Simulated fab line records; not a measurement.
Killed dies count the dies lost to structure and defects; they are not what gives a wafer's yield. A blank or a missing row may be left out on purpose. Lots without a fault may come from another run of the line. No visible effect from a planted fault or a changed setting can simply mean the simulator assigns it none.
fab line records	flow nand_harc
[record] lots = 5	wafers = 15	last_day = 32
route steps=1302 shown THIN_TSV@1252
lots with no fault: from the same line, run without faults
start_h: hours from the record's first day to the start of the lot's first wafer shown	wait_h: hours since the lot's step before	" unchanged from the row above	L1.1+2: one row covering several wafers at once	- no value, or no start given	* or withheld: withheld	< > ~ a bound
route shown NAME@n: names a module that has steps shown in the file, with the first one's number in the route	usual: mean/standard deviation taken from wafers without a fault	same: alike in all rows	chamber/n: place in a boat	sites: per-site readings	_std_site: their standard deviation	_edge_site: inner sites' mean taken away from outer sites' mean	radius_mm: how far each site lies from the wafer's centre	mask NAME#n: copy n	behind: the tool/chamber that last shaped the wafer	hold: what put the lot on hold/how long, in hours/how the hold closed	device: whichever transistor did not switch (one of n, p or np)	end of line: the route-end tests of the same wafers	a step without rows: its recipe alone	killed: not the wafer's yield, but the dies lost to structure and defects at the first sort	map: per-die view of a wafer (x killed, . not killed, _ where there is no die)
set.NAME: the setting the step ran with; set.NAME@STEP: the setting that earlier step ran with	model.NAME: the simulator's own value behind a step, which no gauge read
lots seen at some steps along the route; tables by step, rows by wafer
services: when a tool's chamber went out of use (start_h, in hours from the record's first day, below 0 if earlier), for how many hours, and the reason
[[steps]]
[step NHARC_THIN_TSV_HMDS_05]
[recipe] time_s = 30
[usual] resist_line_temp_C = 22.97/0.11
lot.wafer	tool	chamber	start_h	wait_h	resist_line_temp_C
L080.1	litho_track-03	0	-	-	22.81
L080.2	"	0	"	"	22.79
L080.4	"	0	"	"	22.62
L089.2	litho_track-03	0	-	-	22.91
L089.3	"	0	"	"	23.05
L089.6	"	0	"	"	22.91
L092.1	litho_track-02	0	-	-	22.82
L092.3	"	0	"	"	22.94
L092.6	"	0	"	"	22.97
L091.1	litho_track-05	0	-	-	22.90
L091.4	"	0	"	"	22.83
L091.5	"	0	"	"	22.79
L093.1	litho_track-03	0	-	-	22.86
L093.2	"	0	"	"	22.91
L093.3	"	0	"	"	22.75
[step NHARC_THIN_TSV_COAT_06]
[recipe] spin_rpm = *
[usual] resist_line_temp_C = 23.00/0.11
lot.wafer	tool	chamber	start_h	wait_h	resist_line_temp_C
L080.1	litho_track-03	0	-	-	22.84
L080.2	"	0	"	"	22.93
L080.4	"	0	"	"	22.92
L089.2	litho_track-03	0	-	-	23.16
L089.3	"	0	"	"	23.26
L089.6	"	0	"	"	23.02
L092.1	litho_track-02	0	-	-	22.99
L092.3	"	0	"	"	23.00
L092.6	"	0	"	"	23.05
L091.1	litho_track-05	0	-	-	22.70
L091.4	"	0	"	"	23.10
L091.5	"	0	"	"	22.88
L093.1	litho_track-03	0	-	-	23.19
L093.2	"	0	"	"	23.06
L093.3	"	0	"	"	22.87
[step NHARC_THIN_TSV_SOFTBAKE_07]
[recipe] temp_c = 122	time_s = 95
[usual] plate_temp_C = 121.98/0.13	resist_line_temp_C = 23.02/0.11
lot.wafer	tool	chamber	start_h	wait_h	plate_temp_C	resist_line_temp_C
L080.1	litho_track-03	0	-	-	121.95	22.91
L080.2	"	0	"	"	121.88	22.91
L080.4	"	0	"	"	121.94	22.99
L089.2	litho_track-03	0	-	-	121.96	23.11
L089.3	"	0	"	"	121.91	23.03
L089.6	"	0	"	"	121.84	23.03
L092.1	litho_track-02	0	-	-	122.01	22.95
L092.3	"	0	"	"	121.84	22.84
L092.6	"	0	"	"	122.05	22.88
L091.1	litho_track-05	0	-	-	121.86	22.95
L091.4	"	0	"	"	121.57	22.95
L091.5	"	0	"	"	121.88	22.86
L093.1	litho_track-03	0	-	-	121.98	22.96
L093.2	"	0	"	"	121.99	23.05
L093.3	"	0	"	"	122.07	22.94
[step NHARC_THIN_TSV_EBR_08]
[usual] resist_line_temp_C = 22.99/0.12
lot.wafer	tool	chamber	start_h	wait_h	resist_line_temp_C
L080.1	litho_track-03	0	-	-	22.94
L080.2	"	0	"	"	22.87
L080.4	"	0	"	"	22.97
L089.2	litho_track-03	0	-	-	22.97
L089.3	"	0	"	"	22.83
L089.6	"	0	"	"	22.93
L092.1	litho_track-02	0	-	-	22.83
L092.3	"	0	"	"	22.87
L092.6	"	0	"	"	22.80
L091.1	litho_track-05	0	-	-	23.23
L091.4	"	0	"	"	22.96
L091.5	"	0	"	"	22.94
L093.1	litho_track-03	0	-	-	22.95
L093.2	"	0	"	"	22.96
L093.3	"	0	"	"	22.76
[step NHARC_THIN_TSV_EXPOSE_09]
[recipe] na = 0.55	dose_mj = 30.7	mask_id = TSV
[same] na = 0.55
lot.wafer	tool	chamber	start_h	wait_h	mask
L080.1+2+4	krf_scanner-04	0	612.03	-	TSV#0
L089.2+3+6	krf_scanner-02	0	695.41	-	TSV#0
L092.1+3+6	krf_scanner-04	0	719.06	-	TSV#0
L091.1+4+5	krf_scanner-01	0	729.13	-	TSV#0
L093.1+2+3	krf_scanner-02	0	746.40	-	TSV#0
[step NHARC_THIN_TSV_PEB_10]
[recipe] peb_temp_c = 118	peb_time_s = 85
[usual] plate_temp_C = 118.01/0.14	resist_line_temp_C = 23.00/0.089
lot.wafer	tool	chamber	start_h	wait_h	plate_temp_C	resist_line_temp_C
L080.1	litho_track-03	0	612.10	0.1	118.13	22.90
L080.2	"	0	"	"	118.07	22.93
L080.4	"	0	"	"	118.17	22.94
L089.2	litho_track-02	0	695.47	0.1	117.74	22.97
L089.3	"	0	"	"	117.71	22.94
L089.6	"	0	"	"	117.84	23.00
L092.1	litho_track-03	0	719.13	0.1	118.07	23.05
L092.3	"	0	"	"	118.07	23.04
L092.6	"	0	"	"	117.85	23.10
L091.1	litho_track-02	0	729.20	0.1	117.90	23.21
L091.4	"	0	"	"	117.93	23.03
L091.5	"	0	"	"	117.79	22.95
L093.1	litho_track-03	0	746.47	0.1	118.12	23.09
L093.2	"	0	"	"	118.27	23.08
L093.3	"	0	"	"	118.08	23.14
[step NHARC_THIN_TSV_DEVELOP_11]
[recipe] time_s = 70
[usual] resist_line_temp_C = 23.02/0.11
lot.wafer	tool	chamber	start_h	wait_h	resist_line_temp_C
L080.1	litho_track-03	0	-	-	23.10
L080.2	"	0	"	"	22.99
L080.4	"	0	"	"	23.08
L089.2	litho_track-02	0	-	-	22.97
L089.3	"	0	"	"	23.01
L089.6	"	0	"	"	22.98
L092.1	litho_track-03	0	-	-	23.15
L092.3	"	0	"	"	23.04
L092.6	"	0	"	"	23.00
L091.1	litho_track-02	0	-	-	23.03
L091.4	"	0	"	"	23.17
L091.5	"	0	"	"	23.01
L093.1	litho_track-03	0	-	-	22.95
L093.2	"	0	"	"	22.90
L093.3	"	0	"	"	22.89
[step NHARC_THIN_TSV_CD_MEAS_12]
[recipe] target_cd_nm = 1000	landing_energy_ev = 500
[usual] cd_nm = 999.0/1.8
lot.wafer	tool	chamber	start_h	wait_h	cd_nm
L080.1	cd_sem-03	0	612.19	-	999.7
L080.2	"	0	"	"	996.9
L080.4	"	0	"	"	997.5
L089.2	cd_sem-03	0	695.56	-	998.4
L089.3	"	0	"	"	1000.4
L089.6	"	0	"	"	997.4
L092.1	cd_sem-02	0	719.22	-	998.9
L092.3	"	0	"	"	1003.0
L092.6	"	0	"	"	1000.4
L091.1	cd_sem-02	0	729.29	-	1003.1
L091.4	"	0	"	"	1000.9
L091.5	"	0	"	"	1003.0
L093.1	cd_sem-03	0	746.56	-	997.2
L093.2	"	0	"	"	999.8
L093.3	"	0	"	"	998.8
[step NHARC_THIN_TSV_HARDBAKE_13]
[recipe] temp_c = 125	time_s = 80
[usual] plate_temp_C = 125.01/0.16	resist_line_temp_C = 23.01/0.095
lot.wafer	tool	chamber	start_h	wait_h	plate_temp_C	resist_line_temp_C
L080.1	litho_track-02	0	612.27	-	124.83	23.03
L080.2	"	0	"	"	124.82	23.17
L080.4	"	0	"	"	124.91	23.11
L089.2	litho_track-03	0	695.64	-	124.82	23.00
L089.3	"	0	"	"	125.27	23.19
L089.6	"	0	"	"	125.21	23.06
L092.1	litho_track-05	0	719.30	-	124.71	23.09
L092.3	"	0	"	"	124.96	23.00
L092.6	"	0	"	"	124.97	23.07
L091.1	litho_track-03	0	729.37	-	124.88	22.94
L091.4	"	0	"	"	124.98	22.90
L091.5	"	0	"	"	124.99	22.90
L093.1	litho_track-05	0	746.64	-	125.01	23.08
L093.2	"	0	"	"	125.15	23.15
L093.3	"	0	"	"	125.16	22.94
[step NHARC_THIN_TSV_DESCUM_14]
[recipe] time_s = 3	o2_flow_sccm = 200	ar_flow_sccm = 0	bias_power_w = 0	chemistry = O2
[usual] drypump_motor_current_A = 5.67/0.24	oes_product_au = 0.999/0.011	rf_vpp_V = 57.9/0.84	showerhead_plenum_p_Torr = 1.94/0.083	throttle_valve_pct = 11.312/0.0094
lot.wafer	tool	chamber	start_h	wait_h	drypump_motor_current_A	oes_product_au	rf_hours_counter_h	rf_vpp_V	showerhead_plenum_p_Torr	throttle_valve_pct
L080.1	rie_diel-01	2	612.36	-	5.47	0.999	3.4	57.8	1.93	11.300
L080.2	"	3	"	"	5.88	1.001	3.7	58.1	1.84	11.311
L080.4	"	0	"	"	5.82	1.011	3.9	58.2	2.03	11.310
L089.3	rie_diel-03	0	695.73	-	5.67	0.983	4.0	58.3	1.83	11.327
L089.2	"	1	"	"	5.76	0.999	2.6	58.7	2.04	11.311
L089.6	"	3	"	"	6.13	1.019	-	58.2	2.04	11.312
L092.3	rie_diel-01	1	719.38	-	5.22	0.988	8.9	57.2	1.87	11.302
L092.1	"	3	"	"	5.89	0.988	9.6	58.1	1.84	11.336
L092.6	"	0	"	"	5.82	1.000	-	57.8	2.02	11.321
L091.4	rie_diel-01	0	729.46	-	5.82	1.005	10.3	59.2	2.02	11.319
L091.1	"	2	"	"	5.47	1.005	9.9	57.2	1.93	11.303
L091.5	"	3	"	"	5.87	0.974	-	57.9	1.84	11.306
L093.2	rie_diel-01	0	746.72	-	5.80	0.972	0	57.7	2.02	11.313
L093.3	"	1	"	"	5.21	0.989	0	57.7	1.87	11.307
L093.1	"	2	"	"	5.49	1.003	0	58.4	1.93	11.315
[step NHARC_THIN_TSV_ETCH_44]
[recipe] target_depth_a = 15942	time_s = 797.1	cf4_flow_sccm = 150	o2_flow_sccm = 10	ar_flow_sccm = 0	rf_w = 300	bias_w = 800	chemistry = CF4/O2
[usual] drypump_motor_current_A = 5.67/0.23	oes_product_au = 1.000/0.011	rf_vpp_V = 795/4.7	showerhead_plenum_p_Torr = 1.85/0.073	throttle_valve_pct = 16.916/0.0087
lot.wafer	tool	chamber	start_h	wait_h	drypump_motor_current_A	oes_product_au	rf_hours_counter_h	rf_vpp_V	showerhead_plenum_p_Torr	throttle_valve_pct
L080.2	rie_diel-01	1	612.46	0.1	5.22	0.996	3.8	791	1.80	16.898
L080.4	"	3	"	"	5.88	0.999	3.8	791	1.77	16.904
L080.1	"	0	"	"	5.83	1.002	4.0	802	1.93	16.914
L089.2	rie_diel-03	0	695.80	0.1	5.65	0.988	4.1	790	1.76	16.915
L089.3	"	1	"	"	5.83	1.010	2.8	801	1.94	16.912
L089.6	"	1	"	"	5.81	1.002	-	801	1.94	16.905
L092.1	rie_diel-01	2	719.46	0.1	5.49	0.994	9.4	795	1.85	16.932
L092.3	"	0	"	"	5.83	1.001	9.7	800	1.93	16.905
L092.6	"	0	"	"	5.79	1.011	-	801	1.93	16.924
L091.4	rie_diel-01	2	729.53	0.1	5.50	1.013	10.0	794	1.84	16.917
L091.1	"	0	"	"	5.82	1.001	10.4	800	1.93	16.919
L091.5	"	3	"	"	5.88	1.002	-	790	1.76	16.918
L093.3	rie_diel-01	3	746.81	0.1	5.87	1.004	0.1	789	1.77	16.929
L093.1	"	0	"	"	5.80	0.984	0.1	802	1.93	16.923
L093.2	"	1	"	"	5.20	0.992	0.1	792	1.80	16.926
[step NHARC_THIN_TSV_ETCH_15]
[recipe] target_depth_a = 30000	bosch_target_overetch_cycles = 2	bosch_etch_step_s = 2.8	bosch_dep_step_s = 1.2	bosch_cycles = 14
[usual] drypump_motor_current_A = 5.6/0.54
lot.wafer	tool	chamber	start_h	wait_h	drypump_motor_current_A	rf_hours_counter_h
L080.4	rie_si-06	1	613.04	-	6.4	0
L080.2	"	2	"	"	6.8	0
L080.1	"	3	"	"	5.7	0
L089.3	rie_si-01	0	696.39	-	6.0	1.0
L089.2	"	1	"	"	5.7	0.9
L089.6	"	3	"	"	6.2	-
L092.1	rie_si-02	1	720.14	-	5.3	0.4
L092.3	"	3	"	"	5.0	0.4
L092.6	"	2	"	"	6.0	-
L091.1	rie_si-06	0	730.10	-	4.8	0.7
L091.4	"	2	"	"	6.8	0.7
L091.5	"	0	"	"	4.8	-
L093.3	rie_si-02	1	747.38	-	5.3	0.7
L093.2	"	2	"	"	6.0	0.7
L093.1	"	0	"	"	5.1	0.7
[step NHARC_THIN_TSV_CD_MEAS_16]
[usual] cd_nm = 999.0/2
lot.wafer	tool	chamber	start_h	wait_h	cd_nm
L080.1	cd_sem-02	-	613.17	0.1	999.2
L080.2	"	-	"	"	998.6
L080.4	"	-	"	"	998.9
L089.2	cd_sem-02	-	696.52	0.1	999.4
L089.3	"	-	"	"	1001.2
L089.6	"	-	"	"	997.3
L092.1	cd_sem-01	-	720.29	0.1	1000.4
L092.3	"	-	"	"	1003.0
L092.6	"	-	"	"	999.8
L091.1	cd_sem-02	-	730.25	0.1	1002.4
L091.4	"	-	"	"	1001.8
L091.5	"	-	"	"	1003.5
L093.1	cd_sem-01	-	747.52	0.1	997.5
L093.2	"	-	"	"	1000.1
L093.3	"	-	"	"	999.9
[step NHARC_THIN_TSV_STRIP_45]
[recipe] power_w = 1500	temp_c = 250	chemistry = O2
[usual] drypump_motor_current_A = 6.2/0.55	heater_power_w = 363/35
lot.wafer	tool	chamber	start_h	wait_h	drypump_motor_current_A	heater_power_w	rf_hours_counter_h
L080.1	plasma_asher-02	1	613.25	0.1	6.3	300	0
L080.2	"	0	"	"	5.1	362	0
L080.4	"	0	"	"	5.1	365	-
L089.2	plasma_asher-02	0	696.63	0.1	5.1	356	19
L089.3	"	1	"	"	6.3	302	-
L089.6	"	0	"	"	5.1	356	-
L092.1	plasma_asher-02	1	720.41	0.1	6.3	304	24
L092.3	"	0	"	"	5.2	348	-
L092.6	"	0	"	"	5.2	362	-
L091.1	plasma_asher-01	1	730.37	0.1	6.4	398	4
L091.4	"	1	"	"	6.4	402	-
L091.5	"	1	"	"	6.4	410	-
L093.1	plasma_asher-01	0	747.59	0.1	6.7	352	7
L093.2	"	1	"	"	6.4	398	7
L093.3	"	1	"	"	6.4	407	-
[step NHARC_THIN_TSV_STRIP_46]
[recipe] time_s = 1200	temp_c = 72.5	chemistry = post_etch_residue_remover
lot.wafer	tool	chamber	start_h	wait_h
L080.4+1+2	wet_bench-10	2,4,6	613.59	0.2
L089.2+6+3	wet_bench-10	5,7,1	696.94	0.3
L092.6+3+1	wet_bench-10	0,2,4	720.72	0.1
L091.5+1+4	wet_bench-08	6,7,2	730.67	0.1
L093.1+2+3	wet_bench-10	2,3,5	747.95	0.3
[step NHARC_THIN_TSV_DEP_47]
[recipe] target_thk_a = 2000	temp_c = withheld	pressure_torr = 6.5	rf_w = 900	teos_flow_sccm = 161.4	flow_sccm = 2650	target_thk_nm = 200	gas = O2	material = SiO2
[usual] throttle_valve_pct = 15.9/0.52
lot.wafer	tool	chamber	start_h	wait_h	since_wet_clean_h	throttle_valve_pct
L080.2	pecvd-02	2	614.09	-	12	16.0
L080.1	"	0	"	"	12	16.2
L080.4	"	2	"	"	-	16.1
L089.2	pecvd-01	1	697.43	-	11	14.6
L089.3	"	2	"	"	11	15.5
L089.6	"	2	"	"	-	15.5
L092.1	pecvd-04	0	721.60	-	77	15.2
L092.3	"	2	"	"	78	15.9
L092.6	"	0	"	"	-	15.3
L091.1	pecvd-04	2	731.12	-	87	16.1
L091.4	"	0	"	"	-	15.5
L091.5	"	1	"	"	-	15.8
L093.1	pecvd-04	2	748.39	-	104	16.0
L093.2	"	0	"	"	104	15.4
L093.3	"	1	"	"	104	15.8
[step NHARC_THIN_TSV_ETCHBACK_48]
[recipe] target_depth_a = 10285	over_etch_frac = 0.3	time_s = 405.17	ion_energy_ev = 250	c4f8_flow_sccm = withheld	ar_flow_sccm = withheld	rf_w = 600	bias_w = 300	chemistry = C4F8/Ar
[usual] oes_product_au = 0.95/0.032	rf_vpp_V = 547/3
lot.wafer	tool	chamber	start_h	wait_h	oes_product_au	rf_hours_counter_h	rf_vpp_V
L080.1	rie_diel-06	3	614.48	-	0.92	3	545
L080.4	"	0	"	"	0.91	4	543
L080.2	"	1	"	"	0.93	8	550
L089.2	rie_diel-01	2	697.86	-	0.92	8	548
L089.3	"	3	"	"	0.92	9	545
L089.6	"	1	"	"	0.93	-	547
L092.3	rie_diel-03	2	722.00	-	0.95	4	547
L092.1	"	0	"	"	0.93	6	544
L092.6	"	3	"	"	0.94	-	552
L091.1	rie_diel-01	3	731.52	-	0.92	11	544
L091.4	"	2	"	"	0.92	10	547
L091.5	"	0	"	"	0.93	-	551
L093.3	rie_diel-03	3	748.79	-	0.95	7	552
L093.2	"	1	"	"	0.93	6	553
L093.1	"	2	"	"	0.94	6	547
[step NHARC_THIN_TSV_STRIP_62]
[recipe] power_w = 1500	temp_c = 250	time_s = 20	chemistry = N2/H2
[usual] drypump_motor_current_A = 6.1/0.6	heater_power_w = 356/36
lot.wafer	tool	chamber	start_h	wait_h	drypump_motor_current_A	heater_power_w	rf_hours_counter_h
L080.1	plasma_asher-02	1	614.81	-	6.3	297	1
L080.2	"	0	"	"	5.1	367	1
L080.4	"	1	"	"	6.3	297	-
L089.2	plasma_asher-02	1	698.14	-	6.3	302	20
L089.3	"	0	"	"	5.0	372	-
L089.6	"	1	"	"	6.3	293	-
L092.1	plasma_asher-01	1	722.36	-	6.4	393	3
L092.3	"	0	"	"	6.6	348	-
L092.6	"	1	"	"	6.4	392	-
L091.1	plasma_asher-02	1	731.88	-	6.3	297	27
L091.4	"	1	"	"	6.3	299	-
L091.5	"	1	"	"	6.3	302	-
L093.1	plasma_asher-02	0	749.15	-	5.1	358	30
L093.2	"	1	"	"	6.3	298	30
L093.3	"	1	"	"	6.3	303	-
[step NHARC_THIN_TSV_DEGAS_49]
[recipe] temp_c = 300	time_s = 120
[usual] heater_power_w = 476/46
lot.wafer	tool	chamber	start_h	wait_h	heater_power_w
L080.4	pvd_sputter-02	-	614.99	0.1	458
L080.2	"	-	"	"	530
L080.1	"	-	"	"	445
L089.3	pvd_sputter-02	-	698.31	0.1	449
L089.2	"	-	"	"	494
L089.6	"	-	"	"	457
L092.1	pvd_sputter-02	-	722.52	0.1	429
L092.3	"	-	"	"	462
L092.6	"	-	"	"	428
L091.4	pvd_sputter-02	-	732.05	0.1	520
L091.1	"	-	"	"	522
L091.5	"	-	"	"	502
L093.1	pvd_sputter-02	-	749.31	0.1	422
L093.2	"	-	"	"	496
L093.3	"	-	"	"	537
[step NHARC_THIN_TSV_PRE_CLEAN_50]
[recipe] time_s = 30	temp_c = 280	gas = H2/He
[usual] heater_power_w = 417/40
lot.wafer	tool	chamber	start_h	wait_h	heater_power_w
L080.4	pvd_sputter-02	-	-	-	427
L080.2	"	-	"	"	468
L080.1	"	-	"	"	381
L089.2	pvd_sputter-02	-	-	-	466
L089.3	"	-	"	"	365
L089.6	"	-	"	"	484
L092.1	pvd_sputter-02	-	-	-	445
L092.3	"	-	"	"	360
L092.6	"	-	"	"	441
L091.4	pvd_sputter-02	-	-	-	445
L091.1	"	-	"	"	466
L091.5	"	-	"	"	448
L093.2	pvd_sputter-02	-	-	-	395
L093.1	"	-	"	"	469
L093.3	"	-	"	"	372
[step NHARC_THIN_TSV_PVD_19]
[recipe] target_thk_a = 200	chamber_pressure_pa = 5	material = TaN
[usual] throttle_valve_pct = 30.7/1.1
lot.wafer	tool	chamber	start_h	wait_h	throttle_valve_pct
L080.2	pvd_sputter-02	-	-	-	32.4
L080.1	"	-	"	"	31.1
L080.4	"	-	"	"	29.9
L089.2	pvd_sputter-02	-	-	-	31.8
L089.3	"	-	"	"	31.8
L089.6	"	-	"	"	31.6
L092.3	pvd_sputter-02	-	-	-	29.4
L092.1	"	-	"	"	31.5
L092.6	"	-	"	"	31.9
L091.4	pvd_sputter-02	-	-	-	31.8
L091.1	"	-	"	"	32.0
L091.5	"	-	"	"	32.0
L093.1	pvd_sputter-02	-	-	-	32.0
L093.2	"	-	"	"	31.3
L093.3	"	-	"	"	29.6
[step NHARC_THIN_TSV_PVD_51]
[recipe] target_thk_a = 1000	chamber_pressure_pa = 5	material = Cu
[usual] throttle_valve_pct = 30.7/1.1
lot.wafer	tool	chamber	start_h	wait_h	throttle_valve_pct
L080.2	pvd_sputter-02	-	-	-	31.8
L080.4	"	-	"	"	31.1
L080.1	"	-	"	"	30.1
L089.2	pvd_sputter-02	-	-	-	29.4
L089.3	"	-	"	"	31.8
L089.6	"	-	"	"	32.1
L092.1	pvd_sputter-02	-	-	-	32.1
L092.3	"	-	"	"	29.5
L092.6	"	-	"	"	31.2
L091.4	pvd_sputter-02	-	-	-	31.7
L091.1	"	-	"	"	32.2
L091.5	"	-	"	"	31.8
L093.1	pvd_sputter-02	-	-	-	29.5
L093.3	"	-	"	"	31.7
L093.2	"	-	"	"	31.9
[step NHARC_THIN_TSV_ECD_20]
[recipe] target_thk_a = 20000	material = Cu
lot.wafer	tool	chamber	start_h	wait_h
L080.2+1+4	ecd_cu-02	0,1,0	615.43	-
L089.2+3+6	ecd_cu-02	0,0,1	698.76	-
L092.1+3+6	ecd_cu-01	1,0,0	722.98	-
L091.1+4+5	ecd_cu-01	1,0,0	732.61	-
L093.1+2+3	ecd_cu-02	0,1,1	749.77	-
[step NHARC_THIN_TSV_ANNEAL_52]
[recipe] temp_c = 225	time_s = 90
[usual] anneal_temp_c_max = 226.18/0.26	wafer_temp_C_max = 226.17/0.25
lot.wafer	tool	chamber	start_h	wait_h	anneal_temp_c_max	wafer_temp_C_max
L080.1	rtp_anneal-02	0	616.16	0.5	226.42	226.01
L080.2	"	0	"	"	226.25	225.77
L080.4	"	0	"	"	226.38	225.91
L089.2	rtp_anneal-02	0	699.54	0.7	226.44	226.58
L089.3	"	0	"	"	226.12	226.11
L089.6	"	0	"	"	225.98	226.43
L092.1	rtp_anneal-02	0	723.70	0.6	226.48	226.31
L092.3	"	0	"	"	226.21	226.49
L092.6	"	0	"	"	225.76	226.39
L091.1	rtp_anneal-01	0	733.24	0.5	226.41	225.74
L091.4	"	0	"	"	226.39	225.93
L091.5	"	0	"	"	226.02	225.82
L093.1	rtp_anneal-01	0	750.49	0.6	225.96	226.41
L093.2	"	0	"	"	226.52	226.22
L093.3	"	0	"	"	226.03	226.55
[step NHARC_THIN_TSV_CMP_21]
[recipe] t_overpolish_s = 30	target_thk_nm = 2000
[usual] motor_current_A = 11.8/1.1	overpolish_run_s = 30.001/0.0086
lot.wafer	tool	chamber	start_h	wait_h	motor_current_A	overpolish_run_s
L080.1	cmp-04	2	616.50	-	11.4	30.004
L080.2	"	3	"	"	10.7	30.002
L080.4	"	1	"	"	13.4	30.004
L089.3	cmp-01	0	699.89	-	13.0	30.012
L089.2	"	1	"	"	12.3	30.012
L089.6	"	2	"	"	12.0	29.993
L092.3	cmp-03	3	724.08	-	11.2	29.991
L092.1	"	0	"	"	15.0	29.999
L092.6	"	3	"	"	11.0	30.003
L091.4	cmp-03	1	733.59	-	10.2	30.010
L091.1	"	3	"	"	11.8	29.996
L091.5	"	2	"	"	11.3	29.998
L093.1	cmp-01	3	750.87	-	10.5	30.008
L093.2	"	0	"	"	13.6	30.001
L093.3	"	1	"	"	12.5	30.007
[step NHARC_THIN_TSV_SRD_23]
lot.wafer	tool	chamber	start_h	wait_h
L080.4+2+1	wet_bench-10	2,5,6	616.87	0.0
L089.3+2+6	wet_bench-10	3,5,7	700.21	0.0
L092.3+1+6	wet_bench-08	5,0,1	724.41	0.0
L091.4+1+5	wet_bench-10	4,5,6	733.95	0.0
L093.2+1+3	wet_bench-08	7,0,3	751.20	0.0
[step NHARC_THIN_TSV_DEGAS_53]
[recipe] temp_c = 300	time_s = 60
[usual] heater_power_w = 479/45
lot.wafer	tool	chamber	start_h	wait_h	heater_power_w
L080.4	pvd_sputter-02	-	616.96	0.1	436
L080.2	"	-	"	"	479
L080.1	"	-	"	"	483
L089.3	pvd_sputter-02	-	700.30	0.1	465
L089.2	"	-	"	"	533
L089.6	"	-	"	"	453
L092.3	pvd_sputter-01	-	724.50	0.1	404
L092.1	"	-	"	"	472
L092.6	"	-	"	"	404
L091.4	pvd_sputter-01	-	734.04	0.1	408
L091.1	"	-	"	"	530
L091.5	"	-	"	"	530
L093.3	pvd_sputter-02	-	751.29	0.1	530
L093.2	"	-	"	"	506
L093.1	"	-	"	"	461
[step NHARC_THIN_TSV_PRE_CLEAN_54]
[recipe] time_s = 30	temp_c = 280	gas = H2/He
[usual] heater_power_w = 422/41
lot.wafer	tool	chamber	start_h	wait_h	heater_power_w
L080.4	pvd_sputter-02	-	617.03	0.1	382
L080.2	"	-	"	"	428
L080.1	"	-	"	"	465
L089.2	pvd_sputter-02	-	700.39	0.1	453
L089.3	"	-	"	"	402
L089.6	"	-	"	"	480
L092.3	pvd_sputter-01	-	724.59	0.1	389
L092.1	"	-	"	"	356
L092.6	"	-	"	"	380
L091.4	pvd_sputter-01	-	734.12	0.1	414
L091.1	"	-	"	"	362
L091.5	"	-	"	"	391
L093.2	pvd_sputter-02	-	751.37	0.0	436
L093.3	"	-	"	"	397
L093.1	"	-	"	"	377
[step NHARC_THIN_TSV_PVD_55]
[recipe] target_thk_a = 500	material = TiN
lot.wafer	tool	chamber	start_h	wait_h
L080.2+4+1	pvd_sputter-02	-	617.11	0.1
L089.2+3+6	pvd_sputter-02	-	700.45	0.0
L092.3+1+6	pvd_sputter-01	-	724.69	0.1
L091.1+4+5	pvd_sputter-01	-	734.24	0.1
L093.1+2+3	pvd_sputter-02	-	751.44	0.0
[step NHARC_THIN_TSV_PVD_24]
[recipe] target_thk_a = 8000	power_w = withheld	chamber_pressure_pa = withheld	substrate_temp_c = withheld	time_s = withheld	gas = Ar	material = Al
lot.wafer	tool	chamber	start_h	wait_h
L080.4+2+1	pvd_sputter-02	-	617.26	0.1
L089.3+2+6	pvd_sputter-02	-	700.60	0.1
L092.1+3+6	pvd_sputter-01	-	724.80	0.1
L091.1+4+5	pvd_sputter-01	-	734.40	0.1
L093.1+2+3	pvd_sputter-02	-	751.59	0.1
[[services]]
tool	chamber	start_h	hours	kind
cmp-03	-	590.36	4.0	pm
pvd_sputter-01	-	593.01	10.0	pm
ecd_cu-02	-	596.51	8.0	pm
plasma_asher-02	-	603.00	9.0	pm
ecd_cu-02	-	624.80	0.4	repair
litho_track-03	-	625.00	7.0	pm
pecvd-04	-	631.16	13.0	pm
rie_diel-03	-	635.30	9.0	pm
pvd_sputter-02	-	639.67	10.0	pm
wet_bench-08	-	646.40	8.0	pm
litho_track-05	-	649.00	7.0	pm
wet_bench-10	-	663.20	8.0	pm
rie_diel-03	1	664.96	4.9	repair
pecvd-04	2	671.85	6.7	repair
pecvd-04	-	679.85	2.4	repair
rie_diel-03	3	688.27	2.8	repair
ecd_cu-02	-	689.39	0.4	repair
plasma_asher-01	-	696.20	9.0	pm
ecd_cu-02	-	701.70	0.8	repair
rie_diel-03	3	704.20	15.2	repair
rie_diel-01	1	714.76	2.4	repair
rie_diel-01	-	734.93	9.0	pm
rtp_anneal-02	-	744.30	12.0	pm
pecvd-04	-	748.95	2.9	repair
[[key]]
fault none
